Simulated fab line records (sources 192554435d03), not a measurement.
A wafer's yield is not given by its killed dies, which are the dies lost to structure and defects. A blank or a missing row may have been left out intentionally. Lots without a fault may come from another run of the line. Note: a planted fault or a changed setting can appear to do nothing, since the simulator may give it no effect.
Split-lot trial || flow n5Finfet || route with 1938 steps; 7 lots, 21 wafers read

## THE SPLIT ITSELF
At N5_BEOL_M4_EXPOSE_25 (exposes mask V3, defocus 5 nm), the setting doseMj was moved away from the recipe's 63 on 7 of the 21 wafers read, by -7.5% to -2.0%. The other wafers ran this setting at the recipe's value.

## FROM THE SPLIT TO THE READING: what the file shows between them, 2 steps
- N5_BEOL_M4_PEB_26: peb time 60 s
- N5_BEOL_M4_DEVELOP_27: develop time 30 s

## THE READING
cdNm, in nm, at N5_BEOL_M4_CD_MEAS_28 (target cd 26.2 nm, target cd y 24.1 nm). On this fab line, fault-free wafers typically give 26.17 nm with a standard deviation of 0.24 nm.

{"wafer": "L079.1", "tool, chamber at the split": "euvScanner-02, 0", "doseMj as run": 63, "against the recipe": "recipe", "cdNm, nm": 26.16, "against lot-mates on the recipe": "-"}
{"wafer": "L079.4", "tool, chamber at the split": "euvScanner-02, 0", "doseMj as run": 63, "against the recipe": "recipe", "cdNm, nm": 26.29, "against lot-mates on the recipe": "-"}
{"wafer": "L079.6", "tool, chamber at the split": "euvScanner-02, 0", "doseMj as run": 63, "against the recipe": "recipe", "cdNm, nm": 26.48, "against lot-mates on the recipe": "-"}
{"wafer": "L080.2", "tool, chamber at the split": "euvScanner-01, 0", "doseMj as run": 60.42, "against the recipe": "-4.1%", "cdNm, nm": 25.38, "against lot-mates on the recipe": -0.65}
{"wafer": "L080.3", "tool, chamber at the split": "euvScanner-01, 0", "doseMj as run": 63, "against the recipe": "recipe", "cdNm, nm": 26.03, "against lot-mates on the recipe": "-"}
{"wafer": "L080.6", "tool, chamber at the split": "euvScanner-01, 0", "doseMj as run": 60.42, "against the recipe": "-4.1%", "cdNm, nm": 24.90, "against lot-mates on the recipe": -1.13}
{"wafer": "L083.2", "tool, chamber at the split": "euvScanner-02, 0", "doseMj as run": 59.82, "against the recipe": "-5.0%", "cdNm, nm": 25.08, "against lot-mates on the recipe": -0.87}
{"wafer": "L083.3", "tool, chamber at the split": "euvScanner-02, 0", "doseMj as run": 59.82, "against the recipe": "-5.0%", "cdNm, nm": 25.64, "against lot-mates on the recipe": -0.31}
{"wafer": "L083.4", "tool, chamber at the split": "euvScanner-02, 0", "doseMj as run": 63, "against the recipe": "recipe", "cdNm, nm": 25.95, "against lot-mates on the recipe": "-"}
{"wafer": "L086.4", "tool, chamber at the split": "euvScanner-01, 0", "doseMj as run": 61.72, "against the recipe": "-2.0%", "cdNm, nm": 25.49, "against lot-mates on the recipe": -0.78}
{"wafer": "L086.5", "tool, chamber at the split": "euvScanner-01, 0", "doseMj as run": 63, "against the recipe": "recipe", "cdNm, nm": 26.14, "against lot-mates on the recipe": "-"}
{"wafer": "L086.6", "tool, chamber at the split": "euvScanner-01, 0", "doseMj as run": 63, "against the recipe": "recipe", "cdNm, nm": 26.40, "against lot-mates on the recipe": "-"}
{"wafer": "L088.1", "tool, chamber at the split": "euvScanner-02, 0", "doseMj as run": 63, "against the recipe": "recipe", "cdNm, nm": 26.21, "against lot-mates on the recipe": "-"}
{"wafer": "L088.4", "tool, chamber at the split": "euvScanner-02, 0", "doseMj as run": 58.29, "against the recipe": "-7.5%", "cdNm, nm": 24.33, "against lot-mates on the recipe": -1.88}
{"wafer": "L088.6", "tool, chamber at the split": "euvScanner-02, 0", "doseMj as run": 58.29, "against the recipe": "-7.5%", "cdNm, nm": 24.57, "against lot-mates on the recipe": -1.64}
{"wafer": "L089.4", "tool, chamber at the split": "euvScanner-01, 0", "doseMj as run": 63, "against the recipe": "recipe", "cdNm, nm": 26.39, "against lot-mates on the recipe": "-"}
{"wafer": "L089.5", "tool, chamber at the split": "euvScanner-01, 0", "doseMj as run": 63, "against the recipe": "recipe", "cdNm, nm": 26.46, "against lot-mates on the recipe": "-"}
{"wafer": "L089.6", "tool, chamber at the split": "euvScanner-01, 0", "doseMj as run": 63, "against the recipe": "recipe", "cdNm, nm": 26.27, "against lot-mates on the recipe": "-"}
{"wafer": "L094.2", "tool, chamber at the split": "euvScanner-01, 0", "doseMj as run": 63, "against the recipe": "recipe", "cdNm, nm": 25.82, "against lot-mates on the recipe": "-"}
{"wafer": "L094.3", "tool, chamber at the split": "euvScanner-01, 0", "doseMj as run": 63, "against the recipe": "recipe", "cdNm, nm": 26.47, "against lot-mates on the recipe": "-"}
{"wafer": "L094.6", "tool, chamber at the split": "euvScanner-01, 0", "doseMj as run": 63, "against the recipe": "recipe", "cdNm, nm": 26.30, "against lot-mates on the recipe": "-"}

THE FIT
A straight line over all 21 wafers: cdNm changes by +0.229 nm for each +1% of doseMj; r = +0.93; the points scatter about the line by 0.24 nm.
The same after taking each lot's own level away (the mean of its wafers on the recipe; 21 wafers): +0.205 nm for each +1%; r = +0.91; scatter 0.26 nm.
According to that fit, moving doseMj by its largest amount changes the reading by 1.5 nm.
The span of the lots' own levels, 25.950 to 26.373 nm, comes to 1.8 times the standard deviation stated above.
Hence the slope depends on the lot-to-lot level, as the two fits are not the same.
Check: with one of the wafers moved furthest among these (-7.5%) left out of the fit, the line predicts -1.4 nm for it against its lot-mates. Against them it came out at -1.88 nm.

## OTHER SPLITS ON THESE WAFERS
Note: prior to the reading, these wafers also went through further splits. Each is held against what the fit with the lots' levels taken away leaves over:
{"other split on the same wafers": "N5_BEOL_M3_EXPOSE_08 doseMj", "wafers away from the commonest value": 9, "r with cdNm (lot level and that fit taken away)": "+0.41"}
{"other split on the same wafers": "N5_BEOL_M4_COAT_05 spinRpm", "wafers away from the commonest value": 10, "r with cdNm (lot level and that fit taken away)": "+0.01"}
{"other split on the same wafers": "N5_BEOL_M4_EXPOSE_08 doseMj", "wafers away from the commonest value": 8, "r with cdNm (lot level and that fit taken away)": "+0.13"}

## FILE'S OWN FIT
cdNm changes by +0.209 nm for each +1% of doseMj, r = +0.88.
